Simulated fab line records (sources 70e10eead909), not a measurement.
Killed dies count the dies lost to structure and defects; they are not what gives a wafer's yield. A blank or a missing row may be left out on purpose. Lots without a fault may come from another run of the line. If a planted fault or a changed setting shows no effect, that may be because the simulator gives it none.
One fault through the eyes of 2 desks	flow nandHarc	what lay behind the numbers comes last; until then each desk has only its own

METROLOGY DESK
What the gauges read for every lot (on any tool): the sampled wafers with a number, averaged. Any lot whose mean is over 4 standard deviations away from the usual mean is out of limits and marked OUT; that distance is given in the brackets.
Columns: A = cdNm at NHARC_A_CHANNEL_HOLE_D1_CD_MEAS_10, usual 100.0 nm; B = overlayXNm at NHARC_A_CHANNEL_HOLE_D1_OVL_MEAS_11, usual 0.0 nm; C = overlayYNm at NHARC_A_CHANNEL_HOLE_D1_OVL_MEAS_11, usual 0.1 nm
lot	first seen here	A	B	C
L539	day 8 15:38	99.5	-0.7	-0.2
L545	day 9 08:16	100.5	0.3	0.5
L553	day 11 11:11	100.7	1.3	0.6
L554	day 12 04:45	100.5	0.8	-0.2
L558	day 13 02:16	99.7	-0.2	-0.4
L562	day 14 07:11	99.9	0.8	0.6
This desk found nothing out of limits on any of the 6 lots.

THE DEFECT DESK
For each lot, the counts of the inspections along the route, averaged over the sampled wafers that have a number. Any lot whose mean is over 4 standard deviations away from the usual mean is out of limits and marked OUT; that distance is given in the brackets.
Columns: A = rawDefectCount at NHARC_A_ONON_D1_INSPECT_32, usual 74; B = rawDefectCount at NHARC_A_CHANNEL_HOLE_D1_INSPECT_12, usual 5.7
lot	first seen here	A	B
L539	day 8 11:49	60	3.3
L545	day 9 05:01	84	7.3
L553	day 11 07:26	47	5.7
L554	day 12 02:02	80	4.0
L558	day 12 21:08	119	10.0
L562	day 14 04:36	92	5.0
This desk found nothing out of limits on any of the 6 lots.

BROUGHT TOGETHER
The metrology desk saw nothing out of limits.
Nothing out of limits was seen by the defect desk.

WHAT WAS PUT IN BY THE SIMULATOR
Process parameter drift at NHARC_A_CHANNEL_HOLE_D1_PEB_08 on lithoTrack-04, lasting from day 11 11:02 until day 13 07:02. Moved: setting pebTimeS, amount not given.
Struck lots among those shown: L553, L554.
